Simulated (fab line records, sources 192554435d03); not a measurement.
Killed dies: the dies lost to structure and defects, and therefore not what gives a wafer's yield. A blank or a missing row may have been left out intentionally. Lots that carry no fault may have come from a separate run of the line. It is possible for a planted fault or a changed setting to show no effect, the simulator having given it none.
Chamber matching    flow n5-finfet    4 sister chambers for N5_HKMG_FIN_ETCH_55 on rie-diel-06
The step etches SOC in N2/H2, target depth 240 nm, time 300 s. 16 wafers are shown with their chamber, then 8 later ones without.

== EACH WAFER AND ITS CHAMBER ==
wafer   chamber  drypump-motor-current-A (A)  showerhead-plenum-p-Torr (Torr)  throttle-valve-pct (%)
L077.1  0        5.2                          2.59                             17.38
L077.5  3        5.0                          2.42                             17.64
L077.6  0        5.2                          2.59                             17.38
L078.1  3        5.0                          2.42                             17.66
L078.4  1        5.6                          2.58                             17.75
L078.5  0        5.2                          2.59                             17.40
L079.1  1        5.6                          2.58                             17.75
L079.2  2        5.6                          2.63                             17.80
L079.3  0        5.2                          2.59                             17.42
L085.3  3        5.0                          2.41                             17.67
L085.4  3        4.9                          2.41                             17.68
L085.6  1        5.6                          2.57                             17.79
L087.1  3        4.9                          2.41                             17.69
L087.2  1        5.6                          2.57                             17.79
L087.5  1        5.6                          2.57                             17.80
L090.4  2        5.6                          2.62                             17.83

SIGNATURES (averages over the wafers above)
reading                   chamber 0  chamber 1  chamber 2  chamber 3  scatter within a chamber
drypump-motor-current-A   5.200      5.600      5.600      4.960      0.0316
showerhead-plenum-p-Torr  2.5900     2.5740     2.6250     2.4140     0.00492
throttle-valve-pct        17.3950    17.7760    17.8150    17.6680    0.0211
Rule: for a wafer and a chamber, the distance is found by dividing, reading by reading, the gap between the wafer's reading and the chamber's mean by the reading's scatter, squaring, summing and taking the root. The wafer belongs to the nearest chamber; if the next one is less than 2 further off, it can't be placed. The scatter is the square root of a quotient: the sum, over the shown wafers, of each reading's squared deviation from its chamber's mean, divided by wafers minus chambers.

== WAFERS WITHOUT THEIR CHAMBER ==
wafer   drypump-motor-current-A (A)  showerhead-plenum-p-Torr (Torr)  throttle-valve-pct (%)
L090.5  5.6                          2.56                             17.80
L090.6  4.9                          2.41                             17.69
L093.1  5.2                          2.58                             16.98
L093.2  5.6                          2.56                             17.84
L093.6  5.6                          2.62                             17.86
L095.2  4.9                          2.41                             17.72
L095.3  5.2                          2.58                             16.99
L095.6  4.9                          2.41                             17.71

== WHICH CHAMBER EACH WENT THROUGH ==
wafer   from the rows above  in truth
L090.5  1                    1
L090.6  3                    3
L093.1  0                    0
L093.2  1                    1
L093.6  2                    2
L095.2  3                    3
L095.3  0                    0
L095.6  3                    3
Correct placement for 8 of the 8. Left unplaced by these rows: 0. 0 placed wrongly.
